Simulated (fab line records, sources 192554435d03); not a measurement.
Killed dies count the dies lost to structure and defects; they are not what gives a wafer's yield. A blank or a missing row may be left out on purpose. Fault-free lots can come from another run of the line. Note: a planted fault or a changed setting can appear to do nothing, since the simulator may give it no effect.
Chamber matching | flow n5 finfet | pecvd-04 running N5_BEOL_M7_DEP_56: 3 sister chambers
The step deposits SiCN from 3MS/NH3, target thk 10 nm, time 17.5 s. 16 wafers are shown with their chamber, then 8 later ones without.

== EACH WAFER AND ITS CHAMBER ==
wafer  | chamber | throttle valve pct (%) | showerhead plenum p Torr (Torr)
L079.4 | 1       | 9.6                    | 3.644
L079.5 | 2       | 9.3                    | 3.681
L079.6 | 0       | 9.1                    | 3.659
L082.2 | 0       | 9.2                    | 3.665
L082.3 | 2       | 9.1                    | 3.681
L082.6 | 2       | 9.0                    | 3.668
L088.1 | 2       | 9.3                    | 3.684
L088.2 | 1       | 9.8                    | 3.654
L088.3 | 0       | 9.2                    | 3.669
L089.1 | 2       | 8.9                    | 3.688
L089.4 | 1       | 9.8                    | 3.656
L089.6 | 0       | 9.4                    | 3.677
L093.1 | 0       | 9.3                    | 3.680
L093.4 | 0       | 9.2                    | 3.673
L093.6 | 1       | 10.0                   | 3.639
L094.1 | 2       | 9.0                    | 3.681

SIGNATURES (means of the wafers above)
reading                  | chamber 0 | chamber 1 | chamber 2 | scatter within a chamber
throttle valve pct       | 9.233     | 9.800     | 9.100     | 0.145
showerhead plenum p Torr | 3.67050   | 3.64825   | 3.68050   | 0.00747
Rule: a wafer lies at a distance from a chamber equal to the root of the sum of squares, over the readings, of (its reading less the chamber's mean, divided by the reading's scatter). If the next closest chamber is less than 2 further off than the closest, the wafer can't be placed; otherwise it belongs to the closest. The scatter: take each reading less its chamber's mean, square it, sum over the shown wafers, divide by the number of wafers less the number of chambers, and take the root.

== WAFERS WHOSE CHAMBER IS MISSING ==
wafer  | throttle valve pct (%) | showerhead plenum p Torr (Torr)
L094.2 | 10.0                   | 3.652
L094.3 | 9.3                    | 3.668
L095.2 | 9.4                    | 3.673
L095.3 | 10.0                   | 3.660
L095.6 | 9.2                    | 3.675
L096.1 | 9.9                    | 3.646
L096.3 | 9.5                    | 3.672
L096.5 | 9.1                    | 3.678

== WHICH CHAMBER EACH WENT THROUGH ==
wafer  | from the rows above          | in truth
L094.2 | 1                            | 1
L094.3 | can't be placed: 0 or 2      | 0
L095.2 | can't be placed: 0 or 2      | 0
L095.3 | 1                            | 1
L095.6 | can't be placed: 0 or 2      | 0
L096.1 | 1                            | 1
L096.3 | can't be placed: 0 or 2 or 1 | 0
L096.5 | can't be placed: 2 or 0      | 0
3 of 8 placed correctly. Not placeable from these rows: 5 (in 5, the candidates include the true chamber). Number placed wrongly: 0.
